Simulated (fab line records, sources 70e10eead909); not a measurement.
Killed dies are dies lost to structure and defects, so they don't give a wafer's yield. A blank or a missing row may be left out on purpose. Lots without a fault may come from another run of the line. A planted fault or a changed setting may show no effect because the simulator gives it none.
Which tool did it? | flow nand_harc | 13 lots, 39 wafers sampled, at 5 steps of a route of 1159

WHAT THE GAUGES READ, wafer by wafer
NHARC_P_ZERO_WELL_CD_MEAS_11: target cd 500 nm.
lot  | measured    | on        | cd_nm (nm)
L213 | day 1 13:09 | cd_sem-03 | 502.0 501.7 503.4
L215 | day 2 01:07 | cd_sem-02 | 501.4 502.6 502.2
L216 | day 2 07:08 | cd_sem-03 | 501.1 502.1 503.2
L217 | day 2 13:15 | cd_sem-03 | 500.8 502.0 500.1
L219 | day 3 01:29 | cd_sem-03 | 503.2 502.8 502.1
L220 | day 3 07:14 | cd_sem-01 | 501.1 502.2 503.9
L221 | day 3 13:14 | cd_sem-01 | 500.8 501.0 501.8
L222 | day 3 19:15 | cd_sem-01 | 496.6 501.2 498.0
L223 | day 4 01:07 | cd_sem-03 | 499.4 502.6 498.5
L224 | day 4 07:14 | cd_sem-02 | 496.3 500.1 500.3
L225 | day 4 13:07 | cd_sem-01 | 498.9 506.8 501.7
L226 | day 4 19:07 | cd_sem-01 | 501.7 502.2 503.8
L235 | day 7 01:14 | cd_sem-01 | 499.7 500.9 500.7

NHARC_P_M1_INSPECT_11.
lot  | measured     | on                | raw_defect_count
L213 | day 6 04:14  | defect_inspect-02 | 5 2 5
L215 | day 7 01:20  | defect_inspect-01 | 4 6 4
L216 | day 6 16:59  | defect_inspect-02 | 3 4 4
L217 | day 6 21:41  | defect_inspect-02 | 2 7 8
L219 | day 7 04:27  | defect_inspect-02 | 3 4 4
L220 | day 7 21:51  | defect_inspect-01 | 6 3 0
L221 | day 7 23:10  | defect_inspect-02 | 6 7 2
L222 | day 7 23:44  | defect_inspect-02 | 3 4 4
L223 | day 8 13:30  | defect_inspect-01 | 3 8 3
L224 | day 8 12:49  | defect_inspect-01 | 3 8 3
L225 | day 9 07:58  | defect_inspect-01 | 6 2 4
L226 | day 9 06:57  | defect_inspect-02 | 5 2 1
L235 | day 11 11:25 | defect_inspect-01 | 5 3 4

WHICH TOOL RAN EACH LOT (tool, then ch and the chambers of the sampled wafers, then the start)
lot  | NHARC_P_ZERO_WELL_PEB_09         | NHARC_P_CONTACT_DESCUM_17         | NHARC_P_CONTACT_PVD_32
L213 | litho_track-05 ch 0, day 1 13:04 | rie_diel-12 ch 0,2,3, day 5 15:35 | pvd_sputter-01, day 6 04:14 or earlier
L215 | litho_track-05 ch 0, day 2 01:02 | rie_diel-12 ch 1,2,3, day 6 14:41 | pvd_sputter-01, day 7 01:20 or earlier
L216 | litho_track-02 ch 0, day 2 07:02 | rie_diel-12 ch 0,1,2, day 6 08:23 | pvd_sputter-01, day 6 16:59 or earlier
L217 | litho_track-02 ch 0, day 2 13:10 | rie_diel-02 ch 0,2, day 6 10:25   | pvd_sputter-03, day 6 21:41 or earlier
L219 | litho_track-02 ch 0, day 3 01:23 | rie_diel-02 ch 0,1,2, day 6 19:47 | pvd_sputter-03, day 7 04:27 or earlier
L220 | litho_track-02 ch 0, day 3 07:09 | rie_diel-12 ch 0,1,3, day 7 12:05 | pvd_sputter-02, day 7 21:51 or earlier
L221 | litho_track-05 ch 0, day 3 13:09 | rie_diel-12 ch 0,3, day 7 14:19   | pvd_sputter-02, day 7 23:10 or earlier
L222 | litho_track-03 ch 0, day 3 19:10 | rie_diel-12 ch 0,2, day 7 15:29   | pvd_sputter-03, day 7 23:44 or earlier
L223 | litho_track-02 ch 0, day 4 01:02 | rie_diel-02 ch 0,1,3, day 8 01:41 | pvd_sputter-03, day 8 13:30 or earlier
L224 | litho_track-02 ch 0, day 4 07:09 | rie_diel-02 ch 0,1,3, day 8 01:31 | pvd_sputter-01, day 8 12:49 or earlier
L225 | litho_track-02 ch 0, day 4 13:02 | rie_diel-12 ch 2,3, day 8 19:59   | pvd_sputter-02, day 9 07:58 or earlier
L226 | litho_track-05 ch 0, day 4 19:02 | rie_diel-12 ch 0,1,2, day 8 17:40 | pvd_sputter-03, day 9 06:57 or earlier
L235 | litho_track-05 ch 0, day 7 01:10 | rie_diel-12 ch 2,3, day 10 23:43  | pvd_sputter-03, day 11 11:25 or earlier
- NHARC_P_ZERO_WELL_PEB_09: peb time 80 s.
- NHARC_P_CONTACT_DESCUM_17: chemistry O2, time 3 s.
- NHARC_P_CONTACT_PVD_32: deposits Ti, target thk 5 nm, time 17.7 s.

WHAT THE TOOLS THEMSELVES READ (means of the sampled wafers that have a number; where no wafer has one, the mark that the record gives instead)
NHARC_P_CONTACT_DESCUM_17.
lot  | tool        | drypump_motor_current_A (A) | oes_product_au (a.u.) | rf_vpp_V (V) | showerhead_plenum_p_Torr (Torr) | throttle_valve_pct (%)
L213 | rie_diel-12 | 5.6                         | 1.005                 | 57.9         | 1.87                            | 11.312
L215 | rie_diel-12 | 5.5                         | 1.011                 | 57.5         | 1.89                            | 11.314
L216 | rie_diel-12 | 5.9                         | 1.002                 | 57.8         | 1.90                            | 11.304
L217 | rie_diel-02 | 5.7                         | 1.000                 | 57.8         | 1.84                            | 11.302
L219 | rie_diel-02 | 5.8                         | 1.003                 | 58.0         | 1.91                            | 11.319
L220 | rie_diel-12 | 6.2                         | 1.006                 | 57.0         | 1.83                            | 11.307
L221 | rie_diel-12 | 6.3                         | 1.010                 | 56.9         | 1.81                            | 11.305
L222 | rie_diel-12 | 5.4                         | 1.006                 | 58.0         | 1.94                            | 11.314
L223 | rie_diel-02 | 5.8                         | 1.006                 | 58.1         | 1.93                            | 11.309
L224 | rie_diel-02 | 5.7                         | 1.002                 | 57.7         | 1.93                            | 11.309
L225 | rie_diel-12 | 5.2                         | 1.004                 | 57.5         | 1.86                            | 11.310
L226 | rie_diel-12 | 6.0                         | 1.001                 | 58.5         | 1.89                            | 11.317
L235 | rie_diel-12 | 5.0                         | 1.005                 | 58.1         | 1.93                            | 11.307

NHARC_P_CONTACT_PVD_32.
lot  | tool           | throttle_valve_pct (%)
L213 | pvd_sputter-01 | 28.3
L215 | pvd_sputter-01 | 28.2
L216 | pvd_sputter-01 | 29.5
L217 | pvd_sputter-03 | 31.1
L219 | pvd_sputter-03 | 30.9
L220 | pvd_sputter-02 | 30.5
L221 | pvd_sputter-02 | 30.9
L222 | pvd_sputter-03 | 30.1
L223 | pvd_sputter-03 | 29.9
L224 | pvd_sputter-01 | 30.1
L225 | pvd_sputter-02 | 30.2
L226 | pvd_sputter-03 | 29.4
L235 | pvd_sputter-03 | 31.4

THE ANSWER, worked out from the rows above alone
Rule: what is usual is taken from the lots themselves. Put in order of their means at a reading, lots are off if they are a third of the lots or fewer, leave a main group of 4 or more, and stand apart from it by a gap of 3 or more times the standard deviation of the main group's means; of several such gaps the widest counts. A main group whose means are all the same, to the digits that the tables above print for the reading, isn't used. A lot without any number at a reading at which 4 lots or more have one is off too. The other lots that the step has rows for count as sound. The gauges are gone through in route order, then the tools' own readings, and for those a lot's mean is taken as printed above. The first step at which some lot is off is used, and at that step the reading that is off furthest; a lot without a number counts as furthest.
No lot is off at any reading shown: from this, nothing can be told.

WHAT THE SIMULATOR HAD PUT IN
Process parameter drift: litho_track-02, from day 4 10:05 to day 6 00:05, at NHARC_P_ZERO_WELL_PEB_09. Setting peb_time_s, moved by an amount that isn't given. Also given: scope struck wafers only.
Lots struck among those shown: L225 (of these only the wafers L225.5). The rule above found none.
